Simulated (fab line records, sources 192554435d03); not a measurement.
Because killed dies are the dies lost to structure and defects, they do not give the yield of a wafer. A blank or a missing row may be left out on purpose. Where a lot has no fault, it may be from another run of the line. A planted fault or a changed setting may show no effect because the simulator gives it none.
Which tool was responsible?	flow n5Finfet	Sampling: 24 lots, 72 wafers, 5 of 1938 route steps

WHAT THE GAUGES SHOWED, per wafer
N5_BEOL_M13_OCD_MEAS_35.
lot	measured	on	trenchDepthNm (nm)
L076	day 15 06:13	ocd-01	423 417 414
L074	day 15 11:50	ocd-02	404 405 408
L075	day 15 12:44	ocd-01	399 418 411
L077	day 15 18:37	ocd-01	401 429 406
L078	day 15 22:13	ocd-02	402 414 414
L079	day 16 06:24	ocd-01	407 413 410
L081	day 16 12:40	ocd-01	398 426 427
L083	day 16 15:46	ocd-01	397 426 407
L080	day 16 23:34	ocd-01	419 428 430
L082	day 17 01:14	ocd-01	411 414 412
L085	day 17 02:11	ocd-01	403 401 402
L084	day 17 11:32	ocd-01	418 403 417
L086	day 17 13:25	ocd-01	412 412 401
L089	day 18 09:15	ocd-01	403 425 410
L091	day 18 10:19	ocd-01	424 402 400
L087	day 18 16:08	ocd-01	405 416 402
L090	day 18 19:43	ocd-01	420 394 415
L088	day 18 20:16	ocd-02	398 400 418
L092	day 18 20:58	ocd-01	406 413 406
L093	day 19 12:05	ocd-01	427 417 408
L094	day 19 20:34	ocd-01	401 415 412
L095	day 20 06:01	ocd-01	405 428 427
L096	day 20 07:42	ocd-01	407 414 406
L097	day 20 20:17	ocd-01	403 418 409

N5_BEOL_M13_INSPECT_55: inspects for defects (darkfield).
lot	measured	on	rawDefectCount
L076	day 15 09:52	defectInspect-02	105 112 67
L074	day 15 14:13	defectInspect-01	75 69 53
L075	day 15 15:51	defectInspect-01	81 68 56
L077	day 16 00:59	defectInspect-02	42 47 60
L078	day 16 01:46	defectInspect-02	96 117 75
L079	day 16 14:48	defectInspect-01	84 53 89
L081	day 16 15:29	defectInspect-02	83 84 59
L083	day 16 20:17	defectInspect-02	82 74 50
L080	day 17 02:48	defectInspect-01	82 81 101
L082	day 17 03:05	defectInspect-01	55 49 107
L085	day 17 05:46	defectInspect-02	45 73 56
L084	day 17 16:50	defectInspect-01	69 72 85
L086	day 17 18:34	defectInspect-01	72 98 60
L089	day 18 12:18	defectInspect-01	33 60 47
L091	day 18 13:20	defectInspect-02	59 107 88
L087	day 18 18:26	defectInspect-02	56 67 40
L090	day 18 21:48	defectInspect-01	43 81 45
L088	day 18 23:04	defectInspect-02	60 82 57
L092	day 18 23:37	defectInspect-02	59 33 45
L093	day 19 16:10	defectInspect-02	109 60 27
L094	day 20 00:38	defectInspect-01	62 63 66
L095	day 20 08:52	defectInspect-02	72 72 60
L096	day 20 12:09	defectInspect-01	50 52 83
L097	day 21 01:56	defectInspect-01	79 38 66

N5_BEOL_M14_INSPECT_12: inspects for defects (macro).
lot	measured	on	rawDefectCount
L076	day 15 10:26	defectInspect-01	1 2 3
L074	day 15 14:49	defectInspect-02	3 1 1
L075	day 15 16:34	defectInspect-02	3 2 2
L077	day 16 01:42	defectInspect-01	4 0 3
L078	day 16 02:28	defectInspect-02	1 4 3
L079	day 16 15:36	defectInspect-02	3 3 2
L081	day 16 16:13	defectInspect-01	1 1 1
L083	day 16 20:53	defectInspect-02	4 1 3
L080	day 17 03:31	defectInspect-02	4 4 2
L082	day 17 03:47	defectInspect-02	2 1 1
L085	day 17 06:28	defectInspect-01	3 1 5
L084	day 17 17:37	defectInspect-02	1 1 4
L086	day 17 19:09	defectInspect-01	1 4 1
L089	day 18 13:01	defectInspect-01	3 1 3
L091	day 18 14:07	defectInspect-01	1 5 1
L087	day 18 19:10	defectInspect-01	4 3 2
L090	day 18 22:23	defectInspect-01	2 3 3
L088	day 18 23:39	defectInspect-01	2 1 1
L092	day 19 00:13	defectInspect-01	2 5 1
L093	day 19 16:45	defectInspect-02	4 1 3
L094	day 20 01:14	defectInspect-02	0 2 2
L095	day 20 09:28	defectInspect-01	1 0 3
L096	day 20 12:44	defectInspect-02	4 1 0
L097	day 21 02:39	defectInspect-02	2 3 3

EACH LOT AND THE TOOL THAT RAN IT (in order: tool; ch and the chambers of the sampled wafers; start)
lot	N5_BEOL_M13_SPUTTER_44	N5_BEOL_M13_DEP_53
L076	pvdSputter-01, day 15 08:40	pecvd-03 ch 0,1,2, day 15 09:46
L074	pvdSputter-01, day 15 13:07	pecvd-03 ch 0,1, day 15 14:08
L075	pvdSputter-03, day 15 14:20	pecvd-04 ch 0,1,2, day 15 15:46
L077	pvdSputter-02, day 15 23:41	pecvd-04 ch 0,1, day 16 00:53
L078	pvdSputter-02, day 16 00:21	pecvd-02 ch 0,1, day 16 01:39
L079	pvdSputter-01, day 16 13:42	pecvd-02 ch 0,1,2, day 16 14:43
L081	pvdSputter-01, day 16 14:22	pecvd-04 ch 0,1, day 16 15:23
L083	pvdSputter-01, day 16 19:10	pecvd-02 ch 0,1, day 16 20:11
L080	pvdSputter-01, day 17 01:42	pecvd-02 ch 0,1, day 17 02:43
L082	pvdSputter-03, day 17 01:53	pecvd-02 ch 0,1, day 17 02:59
L085	pvdSputter-03, day 17 04:39	pecvd-03 ch 0,1,2, day 17 05:40
L084	pvdSputter-01, day 17 15:13	pecvd-03 ch 1,2, day 17 16:44
L086	pvdSputter-02, day 17 17:27	pecvd-03 ch 0,1, day 17 18:28
L089	pvdSputter-02, day 18 11:11	pecvd-04 ch 0,1, day 18 12:13
L091	pvdSputter-03, day 18 12:13	pecvd-04 ch 0,1, day 18 13:14
L087	pvdSputter-02, day 18 17:15	pecvd-04 ch 0,2, day 18 18:20
L090	pvdSputter-02, day 18 20:41	pecvd-03 ch 0,2, day 18 21:43
L088	pvdSputter-02, day 18 21:11	pecvd-04 ch 0,1, day 18 22:58
L092	pvdSputter-02, day 18 21:41	pecvd-02 ch 0,2, day 18 23:32
L093	pvdSputter-01, day 19 15:01	pecvd-02 ch 0,1,2, day 19 16:04
L094	pvdSputter-03, day 19 23:17	pecvd-02 ch 0,2, day 20 00:33
L095	pvdSputter-01, day 20 07:46	pecvd-03 ch 0,2, day 20 08:47
L096	pvdSputter-01, day 20 10:28	pecvd-03 ch 0,2, day 20 12:04
L097	pvdSputter-02, day 21 00:50	pecvd-02 ch 0,2, day 21 01:51
- N5_BEOL_M13_SPUTTER_44: material Ta, target thk 10 nm, time 16.13 s.
- N5_BEOL_M13_DEP_53: deposits SiCN from 3MS/NH3, target thk 50 nm, time 17.8 s.

WHAT THE TOOLS THEMSELVES READ (means of the sampled wafers that have a number; where no wafer has one, the mark that the record gives instead)
N5_BEOL_M13_SPUTTER_44.
lot	tool	substrateTempC (C)	throttleValvePct (%)
L076	pvdSputter-01	50.07	31.1
L074	pvdSputter-01	50.03	30.5
L075	pvdSputter-03	50.04	30.3
L077	pvdSputter-02	50.05	30.6
L078	pvdSputter-02	50.04	30.2
L079	pvdSputter-01	50.07	30.7
L081	pvdSputter-01	50.07	30.1
L083	pvdSputter-01	50.09	31.1
L080	pvdSputter-01	50.14	29.7
L082	pvdSputter-03	50.13	30.1
L085	pvdSputter-03	49.96	30.8
L084	pvdSputter-01	50.12	29.7
L086	pvdSputter-02	49.92	30.4
L089	pvdSputter-02	50.04	30.7
L091	pvdSputter-03	50.12	31.4
L087	pvdSputter-02	50.03	30.1
L090	pvdSputter-02	49.97	29.8
L088	pvdSputter-02	49.92	30.6
L092	pvdSputter-02	50.04	30.6
L093	pvdSputter-01	50.02	29.7
L094	pvdSputter-03	50.04	30.1
L095	pvdSputter-01	50.04	30.1
L096	pvdSputter-01	50.05	30.6
L097	pvdSputter-02	50.04	30.6

N5_BEOL_M13_DEP_53.
lot	tool	showerheadPlenumPTorr (Torr)	throttleValvePct (%)
L076	pecvd-03	4.161	18.4
L074	pecvd-03	4.149	18.8
L075	pecvd-04	4.141	18.3
L077	pecvd-04	4.135	18.8
L078	pecvd-02	4.149	18.6
L079	pecvd-02	4.161	18.4
L081	pecvd-04	4.138	18.6
L083	pecvd-02	4.145	18.7
L080	pecvd-02	4.146	18.8
L082	pecvd-02	4.151	18.7
L085	pecvd-03	4.171	18.2
L084	pecvd-03	4.188	18.0
L086	pecvd-03	4.152	18.8
L089	pecvd-04	4.120	18.8
L091	pecvd-04	4.133	18.6
L087	pecvd-04	4.149	17.7
L090	pecvd-03	4.175	18.2
L088	pecvd-04	4.130	18.9
L092	pecvd-02	4.162	18.4
L093	pecvd-02	4.150	18.1
L094	pecvd-02	4.161	18.4
L095	pecvd-03	4.164	18.3
L096	pecvd-03	4.183	17.9
L097	pecvd-02	4.166	18.5

THE ANSWER, worked out from the rows above alone
Rule: usual is defined by the lots themselves. The widest of any qualifying gaps counts: lots, ordered by their means at a reading, are off when they make up no more than a third of the lots, leave a main group of 4 or more, and stand apart from it by 3 or more times the standard deviation of that group's means. Not used: any main group whose means are identical at the precision the tables above print for the reading. A lot without any number at a reading at which 4 lots or more have one is off too. Any other lot the step has rows for is counted as sound. The gauges are gone through in route order, then the tools' own readings, and for those a lot's mean is taken as printed above. At the first step where some lot is off, the reading lying furthest off is the one used; lots without a number count as furthest.
No lot is off on any of the readings shown, so nothing can be concluded from this.

WHAT THE SIMULATOR HAD INSERTED
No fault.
